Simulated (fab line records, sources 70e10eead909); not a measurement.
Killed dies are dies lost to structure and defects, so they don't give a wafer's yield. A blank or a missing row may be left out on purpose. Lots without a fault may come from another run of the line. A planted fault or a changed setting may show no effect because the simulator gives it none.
Chamber matching | flow nand_harc | NHARC_THIN_TSV_DEP_47 on pecvd-03: 3 sister chambers
The step deposits SiO2, target thk 200 nm. 3 wafers are shown with their chamber, then 9 later ones without.

WAFERS WITH THEIR CHAMBER
wafer  | chamber | throttle_valve_pct (%)
L289.2 | 2       | 15.7
L289.3 | 0       | 16.7
L289.5 | 1       | 17.1

WAFERS WITHOUT THEIR CHAMBER
wafer  | throttle_valve_pct (%)
L299.3 | 16.0
L299.4 | 16.2
L299.5 | 15.3
L300.1 | 15.7
L300.3 | 15.6
L300.5 | 15.3
L301.2 | 16.0
L301.4 | 16.3
L301.6 | 16.2

WHICH CHAMBER EACH WENT THROUGH
wafer  | from the rows above          | in truth
L299.3 | can't be placed: 2 or 0      | 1
L299.4 | can't be placed: 0 or 2 or 1 | 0
L299.5 | 2                            | 2
L300.1 | 2                            | 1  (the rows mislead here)
L300.3 | 2                            | 2
L300.5 | 2                            | 2
L301.2 | can't be placed: 2 or 0      | 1
L301.4 | can't be placed: 0 or 2 or 1 | 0
L301.6 | can't be placed: 0 or 2 or 1 | 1
Placed correctly: 3 of 9. Can't be placed from these rows: 5 (the true chamber is among the candidates in 3). Placed wrongly: 1.
How it was worked out, from the rows above alone: a wafer's distance from a chamber is the root of the sum, over the readings, of the square of ((its reading less the chamber's mean) divided by the reading's scatter). The wafer belongs to the nearest chamber; if the next one is less than 2 further off, it can't be placed. A chamber's mean is the mean of its shown wafers. The scatter: with one shown wafer a chamber, the root of the mean of the squares of how far each hidden wafer lies from its nearest shown one.
